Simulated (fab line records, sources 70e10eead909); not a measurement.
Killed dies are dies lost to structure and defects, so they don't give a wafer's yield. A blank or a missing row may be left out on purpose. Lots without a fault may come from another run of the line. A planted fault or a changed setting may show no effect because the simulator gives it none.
A struck lot beside a sound one | flow nand_harc | 17 steps out of a route of 1302
Sound: wafers L413.2, L413.4, L413.6. Struck: wafers L421.2, L421.3, L421.6. The cause comes at the end.
At each step with rows: each side's tool, then ch and its chambers, then its first start. Under that, the readings that differ: sound wafers | struck wafers | difference of the means | sigmas: that difference in standard deviations of wafers without a fault.
alike: readings whose means differ by less than 2 such deviations, and words and numbers that are the same on both sides. not compared: withheld readings, readings that some wafer has no value for, bounds like >300 that may hide the same value, and numbers for which the record gives no deviation and whose values overlap.
The two part at a step that has a row with sigmas, a row that says differs or no value, or rows on one side only. Numbers that don't overlap but have no deviation are shown without sigmas and don't part them. A reading that every wafer of one side lacks parts them only if that side has two wafers or more.

NHARC_P_ZERO_WELL_CD_MEAS_24: target cd 720 nm.
  sound on cd_sem-03 ch 0, day 3 14:35; struck on cd_sem-01 ch 0, day 6 22:27
  alike: cd_nm
then, 1 step without rows for these wafers: NHARC_P_ZERO_WELL_HARDBAKE_25 (time 80 s).
NHARC_P_ZERO_WELL_DESCUM_26: chemistry O2, time 3 s.
  sound on rie_diel-07 ch 0,2, day 3 14:44; struck on rie_diel-13 ch 0,2,3, day 6 22:38
  alike: drypump_motor_current_A, mfc_ar_sccm, oes_product_au, rf_vpp_V, showerhead_plenum_p_Torr, throttle_valve_pct
  not compared: rf_hours_counter_h
then, 9 steps without rows for these wafers: NHARC_P_ZERO_WELL_IMPLANT_27; NHARC_P_ZERO_WELL_IMPLANT_57; NHARC_P_ZERO_WELL_IMPLANT_58; NHARC_P_ZERO_WELL_STRIP_28 (strips in SPM, time 840 s); NHARC_P_ZERO_WELL_DEHYDRATE_29 (time 120 s); NHARC_P_ZERO_WELL_HMDS_30 (time 30 s); NHARC_P_ZERO_WELL_COAT_31; NHARC_P_ZERO_WELL_SOFTBAKE_32 (time 95 s); NHARC_P_ZERO_WELL_EBR_33.
NHARC_P_ZERO_WELL_EXPOSE_34: exposes mask P PWELL, target cd 720 nm.
  sound on krf_scanner-01 ch 0, day 3 16:04; struck on krf_scanner-04 ch 0, day 6 23:56
  reading | sound                         | struck                        | difference | sigmas
  mask    | P_PWELL#0 P_PWELL#0 P_PWELL#0 | P_NWELL#0 P_NWELL#0 P_NWELL#0 | differs    |
  alike: stage_vel_mm_s
then, 2 steps without rows for these wafers: NHARC_P_ZERO_WELL_PEB_35 (peb time 85 s); NHARC_P_ZERO_WELL_DEVELOP_36 (time 70 s).
NHARC_P_ZERO_WELL_CD_MEAS_37: target cd 720 nm.
  sound on cd_sem-02 ch 0, day 3 16:13; struck on cd_sem-02 ch 0, day 7 00:05
  reading    | sound             | struck | difference                    | sigmas
  cd_nm (nm) | 719.8 719.3 718.3 | - - -  | no value on the struck wafers |
then, 1 step without rows for these wafers: NHARC_P_ZERO_WELL_HARDBAKE_38 (time 80 s).

WHERE THEY PART
First at NHARC_P_ZERO_WELL_EXPOSE_34; last, within this record, at NHARC_P_ZERO_WELL_CD_MEAS_37.

WHY: what the simulator had put in
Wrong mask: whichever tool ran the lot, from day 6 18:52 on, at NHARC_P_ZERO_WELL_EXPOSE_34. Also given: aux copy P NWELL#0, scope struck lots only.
